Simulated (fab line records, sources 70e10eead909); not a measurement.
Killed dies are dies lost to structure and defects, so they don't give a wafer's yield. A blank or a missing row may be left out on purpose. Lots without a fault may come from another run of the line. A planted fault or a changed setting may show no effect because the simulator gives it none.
A struck lot beside a sound one | flow nand_harc | 24 steps out of a route of 1302
Sound: wafers L928.3, L928.5, L928.6. Struck: wafers L939.3, L939.4, L939.5. The cause comes at the end.
At each step with rows: each side's tool, then ch and its chambers, then its first start. Under that, the readings that differ: sound wafers | struck wafers | difference of the means | sigmas: that difference in standard deviations of wafers without a fault.
alike: readings whose means differ by less than 2 such deviations, and words and numbers that are the same on both sides. not compared: withheld readings, readings that some wafer has no value for, bounds like >300 that may hide the same value, and numbers for which the record gives no deviation and whose values overlap.
The two part at a step that has a row with sigmas, a row that says differs or no value, or rows on one side only. Numbers that don't overlap but have no deviation are shown without sigmas and don't part them. A reading that every wafer of one side lacks parts them only if that side has two wafers or more.

NHARC_A_M0_INSPECT_27:
  sound on defect_inspect-02, day 24 17:38; struck on defect_inspect-02, day 29 14:50
  alike: raw_defect_count
NHARC_A_M0_PRE_CLEAN_31: time 12 s.
  sound on pecvd-04 ch 0,1, day 24 17:43; struck on pecvd-03 ch 0,1,2, day 29 14:54
  alike: heater_power_outer_w, heater_power_w, rf_fwd_power_W
NHARC_A_M0_DEP_32: deposits SiCN, target thk 30 nm.
  sound on pecvd-04 ch 0,1, day 24 17:52; struck on pecvd-03 ch 0,1,2, day 29 14:59
  alike: heater_power_outer_w, heater_power_w, rf_fwd_power_W
then, 8 steps without rows for these wafers: NHARC_A_M1_DEP_00 (deposits SiOC, target thk 182.5 nm); NHARC_A_M1_DEHYDRATE_01 (time 120 s); NHARC_A_M1_HMDS_02 (time 30 s); NHARC_A_M1_COAT_34 (time 65 s); NHARC_A_M1_COAT_03 (resist thk 90 nm); NHARC_A_M1_SOFTBAKE_04 (time 55 s); NHARC_A_M1_EBR_05; NHARC_A_M1_EXPOSE_06 (exposes mask A M1, target cd 120 nm).
NHARC_A_M1_PEB_07: peb time 65 s.
  sound on litho_track-01 ch 0, day 24 18:57; struck on litho_track-06 ch 0, day 29 16:15
  reading                  | sound             | struck               | difference | sigmas
  heater_power_total_W (W) | 156.7 157.2 157.1 | 159.9 160.7 160.7    | +3.4       | +8
  plate_temp_C (C)         | 99.79 99.79 99.98 | 101.72 101.55 101.56 | +1.76      | +14
  alike: chill_plate_temp_C
then, 1 step without rows for these wafers: NHARC_A_M1_DEVELOP_08 (develop time 35 s).
NHARC_A_M1_CD_MEAS_09: target cd 120 nm.
  sound on cd_sem-02 ch 0, day 24 19:02; struck on cd_sem-02 ch 0, day 29 16:20
  reading    | sound             | struck            | difference | sigmas
  cd_nm (nm) | 119.5 118.9 120.0 | 126.0 125.9 126.9 | +6.8       | +8
NHARC_A_M1_OVL_MEAS_10: pitch 240 nm.
  sound on overlay-01, day 24 19:07; struck on overlay-01, day 29 16:25
  alike: overlay_x_nm, overlay_y_nm
NHARC_A_M1_INSPECT_11:
  sound on defect_inspect-01, day 24 19:09; struck on defect_inspect-01, day 29 16:28
  alike: raw_defect_count
NHARC_A_M1_DESCUM_14: chemistry O2, time 3 s.
  sound on rie_diel-04 ch 2,3, day 24 19:13; struck on rie_diel-04 ch 0,1, day 29 16:32
  reading                     | sound           | struck            | difference | sigmas
  drypump_motor_current_A (A) | 5.1 5.8 5.1     | 6.5 6.5 5.8       | +0.9       | +2
  model.A_M1.cd_nm (nm)       | 119.2 119.1 120 | 125.9 125.9 127.2 | +6.9       |
  alike: oes_product_au, rf_vpp_V, showerhead_plenum_p_Torr, throttle_valve_pct
  not compared: rf_hours_counter_h
NHARC_A_M1_ETCH_35: etches the open film in N2/H2, target depth 40 nm, overetch 12 nm, time 43.94 s.
  sound on rie_diel-04 ch 0,1,2, day 24 19:19; struck on rie_diel-04 ch 0,1,2, day 29 16:38
  alike: drypump_motor_current_A, oes_product_au, rf_fwd_power_W, rf_vpp_V, showerhead_plenum_p_Torr, throttle_valve_pct
  not compared: rf_hours_counter_h
NHARC_A_M1_ETCH_15: etches the open film in C4F8/Ar, target depth 182.5 nm, time 91.2 s.
  sound on rie_diel-04 ch 0,1; struck on rie_diel-04 ch 1,2
  alike: oes_product_au, rf_fwd_power_W, rf_vpp_V
  not compared: rf_hours_counter_h
NHARC_A_M1_CD_MEAS_16:
  sound on cd_sem-01, day 24 19:32; struck on cd_sem-03, day 29 16:52
  reading    | sound             | struck            | difference | sigmas
  cd_nm (nm) | 118.9 119.9 119.8 | 125.7 125.9 126.9 | +6.6       | +6
NHARC_A_M1_STRIP_18: strips in N2/H2.
  sound on rie_diel-10 ch 0,3, day 24 19:35; struck on rie_diel-10 ch 0,1,3, day 29 16:56
  alike: drypump_motor_current_A, oes_product_au, rf_fwd_power_W, rf_vpp_V, showerhead_plenum_p_Torr, throttle_valve_pct
  not compared: rf_hours_counter_h
NHARC_A_M1_ETCH_28: etches the open film in CF4/N2, target depth 30 nm, time 72.99 s.
  sound on rie_diel-10 ch 0,3; struck on rie_diel-10 ch 0,2
  reading               | sound           | struck            | difference | sigmas
  model.A_M1.cd_nm (nm) | 118.4 118.8 120 | 125.5 125.7 126.2 | +6.7       |
  alike: drypump_motor_current_A, oes_product_au, rf_fwd_power_W, rf_vpp_V, showerhead_plenum_p_Torr, throttle_valve_pct
  not compared: rf_hours_counter_h
then, 2 steps without rows for these wafers: NHARC_A_M1_STRIP_19 (strips in post etch residue remover, time 600 s); NHARC_END_SORT_01.

WHERE THEY PART
First at NHARC_A_M1_PEB_07; last, within this record, at NHARC_A_M1_CD_MEAS_16. Later steps at which nothing parts them and some readings are alike: NHARC_A_M1_STRIP_18, NHARC_A_M1_ETCH_28.

WHY: what the simulator had put in
Process parameter drift: litho_track-06, from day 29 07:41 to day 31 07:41, at NHARC_A_M1_PEB_07. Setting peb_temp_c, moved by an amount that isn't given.
